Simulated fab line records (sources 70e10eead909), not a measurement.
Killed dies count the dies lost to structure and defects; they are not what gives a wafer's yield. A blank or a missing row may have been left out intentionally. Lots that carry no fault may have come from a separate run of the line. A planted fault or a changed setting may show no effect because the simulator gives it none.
A lot that was struck, set against a sound lot -- flow nandHarc -- 15 out of 1159 route steps
Sound: wafers L802.1, L802.2, L802.4. The struck wafers were L815.1, L815.2, L815.3. The cause is given at the end.
Each step with rows lists, per side, the tool, then ch with its chambers, then its first start. Under that, the readings that differ: sound wafers -- struck wafers -- difference of the means -- sigmas: that difference in standard deviations of wafers without a fault.
alike: same words and numbers on both sides, and readings whose means sit less than 2 such deviations apart. not compared: any withheld reading, any reading some wafer has no value for, any bound like >300 that may hide the same value, and any number with overlapping values for which the record gives no deviation.
The two part at a step that has a row with sigmas, a row that says differs or no value, or rows on one side only. When numbers do not overlap yet have no deviation, they are printed without sigmas and do not part them. Lack of a reading on every wafer of one side parts them only where that side has two or more wafers.

first, 3 steps without rows for these wafers: NHARC_A_SGD_CUT_SRD_19; NHARC_A_SGD_CUT_DEP_20 (deposits SiO2, target thk 150 nm); NHARC_A_SGD_CUT_ANNEAL_27 (time 1800 s).
NHARC_A_SGD_CUT_CMP_21: polishes, target thk 148.19 nm.
  sound on cmp-01 ch 0,2,3, day 14 15:07; struck on cmp-03 ch 0,2,3, day 17 17:23
  alike: motorCurrentA, timeToEndpointS
NHARC_A_SGD_CUT_THK_MEAS_22: measures by ellipsometry.
  sound on filmMetro-02, day 14 15:22; struck on filmMetro-02, day 17 17:39
  alike: thkNm
then, 2 steps without rows for these wafers: NHARC_A_SGD_CUT_SRD_23; NHARC_A_SGD_CUT_ETCH_26 (etches SiO2 in dHF, target depth 45.8 nm).
NHARC_A_SGD_CUT_ETCHBACK_24: etches the open film in CH3F/O2, target depth 50 nm, time 92.857 s.
  sound on rieDiel-10 ch 1,2,3, day 14 15:40; struck on rieDiel-02 ch 0,1,3, day 17 17:53
  alike: chamberPressureMTorr, drypumpMotorCurrentA, oesProductAu, rfVppV, showerheadPlenumPTorr, throttleValvePct
  not compared: rfHoursCounterH
NHARC_A_SGD_CUT_STRIP_28: strips in O2, time 20 s.
  sound on rieDiel-10 ch 1,2,3; struck on rieDiel-02 ch 0,1,2
reading,sound,struck,difference,sigmas
oesProductAu (a.u.),1.010 1.019 1.009,0.996 1.002 0.990,-0.017,-2
  alike: chamberPressureMTorr, drypumpMotorCurrentA, rfVppV, showerheadPlenumPTorr, throttleValvePct
  not compared: rfHoursCounterH
NHARC_A_SGD_CUT_INSPECT_25:
  sound on defectInspect-02, day 14 15:53; struck on defectInspect-02, day 17 18:07
  alike: rawDefectCount
NHARC_A_SLIT_DEP_25: deposits SiO2, target thk 200 nm.
  sound on pecvd-02 ch 0,1, day 14 16:09; struck on pecvd-01 ch 0,1,2, day 17 18:22
  alike: chamberPressureTorr, flowSccm, heaterPowerW, throttleValvePct
NHARC_A_SLIT_DEP_00: deposits aC, target thk 3200 nm.
  sound on aclDep-03 ch 0, day 14 17:11; struck on aclDep-02 ch 0, day 17 18:41
reading,sound,struck,difference,sigmas
susceptorTempC (C),399.85 399.62 400.01,- - -,no value on the struck wafers,
  alike: throttleValvePct
NHARC_A_SLIT_DEP_23: deposits SiON, target thk 100 nm.
  sound on pecvd-03 ch 0,1,2, day 14 19:11; struck on pecvd-01 ch 0,1,2, day 17 20:43
  no value came back on the struck wafers for chamberPressureTorr (Torr), heaterPowerOuterW (W), heaterPowerW (W); on the sound wafers chamberPressureTorr (Torr) reads 3.496 3.497 3.498
then, 1 step without rows for these wafers: NHARC_A_SLIT_DEHYDRATE_01 (time 120 s).
-- break in the record here, with 5 days between the starts of the struck wafers on either side (left off in module A_SLIT, picked up again in module END, where the first step shown is number 1159 on the route) --
NHARC_END_SORT_01:
  the record has rows for the struck wafers here (prober-01 ch 0, day 23 03:26) and none for the sound ones

## WHERE THEY PART
Earliest at NHARC_A_SGD_CUT_STRIP_28; latest, in this record, at NHARC_END_SORT_01.

WHY: what had been put in by the simulator
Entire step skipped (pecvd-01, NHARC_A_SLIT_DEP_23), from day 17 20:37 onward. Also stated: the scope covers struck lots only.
